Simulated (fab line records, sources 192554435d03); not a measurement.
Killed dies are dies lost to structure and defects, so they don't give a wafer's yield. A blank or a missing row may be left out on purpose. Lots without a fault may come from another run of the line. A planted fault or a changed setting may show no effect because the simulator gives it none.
Split-lot experiment | flow n5_finfet | 7 lots, 21 wafers read, on a route of 1938 steps

THE SPLIT
At N5_BEOL_M11_COAT_60 (time 60 s, resist thk 30 nm), the setting spin_rpm was moved away from the recipe's 1500 rpm on 7 of the 21 wafers read, by -10.7% to +10.3%. The other wafers ran this setting at the recipe's value.

FROM THE SPLIT TO THE READING: what the file shows between them, 3 steps
- N5_BEOL_M11_COAT_05: resist thk 90 nm
- N5_BEOL_M11_EBR_07
- N5_BEOL_M11_DESCUM_16: chemistry O2, time 7.9 s

THE READING
etch.depth_nm (the simulator's own value, which no gauge read), in nm, at N5_BEOL_M11_ETCH_61 (etches SiARC in CF4, target depth 39 nm, time 65 s). The file gives no usual value for it. The 14 wafers here that ran the recipe average 29.97 nm, standard deviation 0.073 nm.

wafer  | tool, chamber at the split | spin_rpm as run, rpm | against the recipe | etch.depth_nm, nm | against lot-mates on the recipe
L080.1 | litho_track-03, 0          | 1642                 | +9.5%              | 28.63             | -1.39
L080.4 | litho_track-03, 0          | 1642                 | +9.5%              | 28.6              | -1.42
L080.5 | litho_track-03, 0          | 1500                 | recipe             | 30.02             | -
L083.3 | litho_track-03, 0          | 1655                 | +10.3%             | 28.41             | -1.53
L083.4 | litho_track-03, 0          | 1500                 | recipe             | 29.94             | -
L083.6 | litho_track-03, 0          | 1500                 | recipe             | 29.93             | -
L087.2 | litho_track-04, 0          | 1500                 | recipe             | 30.05             | -
L087.3 | litho_track-04, 0          | 1500                 | recipe             | 30.07             | -
L087.5 | litho_track-04, 0          | 1500                 | recipe             | 30.04             | -
L091.2 | litho_track-04, 0          | 1375                 | -8.3%              | 31.26             | +1.16
L091.5 | litho_track-04, 0          | 1500                 | recipe             | 30.1              | -
L091.6 | litho_track-04, 0          | 1375                 | -8.3%              | 31.41             | +1.31
L096.1 | litho_track-03, 0          | 1500                 | recipe             | 29.88             | -
L096.3 | litho_track-03, 0          | 1340                 | -10.7%             | 31.61             | +1.70
L096.6 | litho_track-03, 0          | 1500                 | recipe             | 29.95             | -
L095.3 | litho_track-04, 0          | 1500                 | recipe             | 29.96             | -
L095.4 | litho_track-04, 0          | 1347                 | -10.2%             | 31.67             | +1.73
L095.5 | litho_track-04, 0          | 1500                 | recipe             | 29.92             | -
L097.4 | litho_track-04, 0          | 1500                 | recipe             | 29.91             | -
L097.5 | litho_track-04, 0          | 1500                 | recipe             | 29.92             | -
L097.6 | litho_track-04, 0          | 1500                 | recipe             | 29.85             | -

THE FIT
A straight line over all 21 wafers: etch.depth_nm changes by -0.154 nm for each +1% of spin_rpm; r = -1.00; the points scatter about the line by 0.082 nm.
The same after taking each lot's own level away (the mean of its wafers on the recipe; 21 wafers): -0.153 nm for each +1%; r = -1.00; scatter 0.055 nm.
On that fit, the largest move of spin_rpm shifts the reading by 1.6 nm.
The lots' own levels span 29.893 to 30.100 nm, that is 2.8 times the standard deviation above.
So the lot-to-lot level changes the slope little: the two slopes agree.
Check: with one of the wafers moved furthest among these (-10.7%) left out of the fit, the line predicts +1.64 nm for it against its lot-mates. It came out at +1.7 nm against them.

THE WHOLE CHAIN: every reading that the file lists as answering this split, in the file's order
step                | what it does                                       | reading                                                                             | change (the file's fit)               | r (the file's)
N5_BEOL_M11_COAT_60 | time 60 s, resist thk 30 nm                        | SiARC_of_BEOL_M11_COAT_60.thk_nm (the simulator's own value, which no gauge read)   | -0.155 nm for each +1% of the setting | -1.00
N5_BEOL_M11_ETCH_61 | etches SiARC in CF4, target depth 39 nm, time 65 s | CAR-ArF_of_BEOL_M11_COAT_05.thk_nm (the simulator's own value, which no gauge read) | +0.147 nm for each +1% of the setting | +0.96
N5_BEOL_M11_ETCH_61 | etches SiARC in CF4, target depth 39 nm, time 65 s | etch.depth_nm (the simulator's own value, which no gauge read)                      | -0.155 nm for each +1% of the setting | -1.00

THE FILE'S OWN FIT
etch.depth_nm changes by -0.155 nm for each +1% of spin_rpm, r = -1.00.
